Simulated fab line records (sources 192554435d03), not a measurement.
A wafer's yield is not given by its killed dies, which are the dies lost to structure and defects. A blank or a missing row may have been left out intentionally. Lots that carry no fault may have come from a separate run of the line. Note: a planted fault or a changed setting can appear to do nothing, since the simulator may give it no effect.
Problem report in the 8D (eight disciplines) form, filled by code	flow n5-finfet	the parts of the form that need people (team, actions taken, sign-off) are left out

## 1. WHAT WENT WRONG
Mean of etch-rf-on-time-s at N5_MOL_CONTACT_COAG_ETCH_66: 15.0 s across 3 wafers in 3 lots; on wafers with no fault it is 21.4 s (standard deviation 0.44). That is -14 standard deviations from the usual mean.
The step: etches SiARC in CF4, target depth 13 nm, time 21.7 s.
Earliest sighting: wafer L885.6 on rie-diel-05 at day 8 15:04. The record has a number at this step for 28 wafers belonging to 10 lots. The rule behind "out" and "out of limits": a value lying over 4 standard deviations away from the usual mean. The other wafers with a number count as sound.

## 2. WHAT IT IS, WHAT IT ISN'T
question	is	is not
which readings at this step	etch-rf-on-time-s	drypump-motor-current-A, rf-vpp-V, showerhead-plenum-p-Torr, throttle-valve-pct
which lots	L885, L887, L890	L873, L875, L877, L880, L881, L894, L895
which wafers of those lots	L885.6, L887.6, L890.4	L885.1, L885.5, L887.3, L890.1
read on which tools	rie-diel-05	rie-diel-03
when	from day 8 15:04	up to then (17 sound wafers); but 8 sound wafers of L887, L890, L894, L895 came after

## 3. WHAT RULES OUT EACH SUSPECT
Counting: any tool at a process step up to the reading remains a suspect provided it ran every lot that is out. Sound lots after the first of them don't rule it out here, since some wafers of a struck lot are sound.
- pvd-sputter-02 at N5_MOL_CONTACT_COAG_SPUTTER_130 (material Co, target thk 47.5 nm): kept. It ran every lot that is out, first L885 (day 8 06:01); its last sound lot up to then is L880 (day 6 22:35).
- rie-diel-05 at N5_MOL_CONTACT_COAG_ETCH_66 (etches SiARC in CF4, target depth 13 nm, time 21.7 s): kept. It ran every lot that is out, first L885 (day 8 15:04); its last sound lot up to then is L881 (day 7 10:10). Out on those wafers are its own readings of etch-rf-on-time-s.
After counting, pvd-sputter-02 at N5_MOL_CONTACT_COAG_SPUTTER_130 and rie-diel-05 at N5_MOL_CONTACT_COAG_ETCH_66 remain.

## 4. THE CAUSE (what the simulator had put in)
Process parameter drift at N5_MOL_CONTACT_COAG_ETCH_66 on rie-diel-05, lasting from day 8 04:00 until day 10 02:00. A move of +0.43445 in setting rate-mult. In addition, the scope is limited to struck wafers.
Counting left 2 suspects, and this tool is among them.

## 5. SEQUENCE OF EFFECTS, ordered by route
Each row: a reading where the mean over the struck wafers with a number is more than 3 standard deviations away from the usual. Only readings whose record carries a usual standard deviation are examined. hours: median over the lots of the time between each lot's start at the first step of this table that gives one and its start at this step. sigmas: the change, counted in usual standard deviations.
hours	step	reading	usual	on struck wafers	change	sigmas
0	N5_MOL_CONTACT_COAG_ETCH_66	etch-rf-on-time-s	21.4 s	15.0	-6.4	-14
The process steps in it:
- N5_MOL_CONTACT_COAG_ETCH_66: etches SiARC in CF4, target depth 13 nm, time 21.7 s.
At these later measuring or inspecting steps, every struck wafer for which the step has a row has a number for every such reading, and none has moved that far: N5_BEOL_M4_RC_MEAS_101.

## 6. WHAT WOULD HAVE CAUGHT IT SOONER
In this record the first reading out of limits was taken at day 8 15:04, 11 hours after the fault began at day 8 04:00.
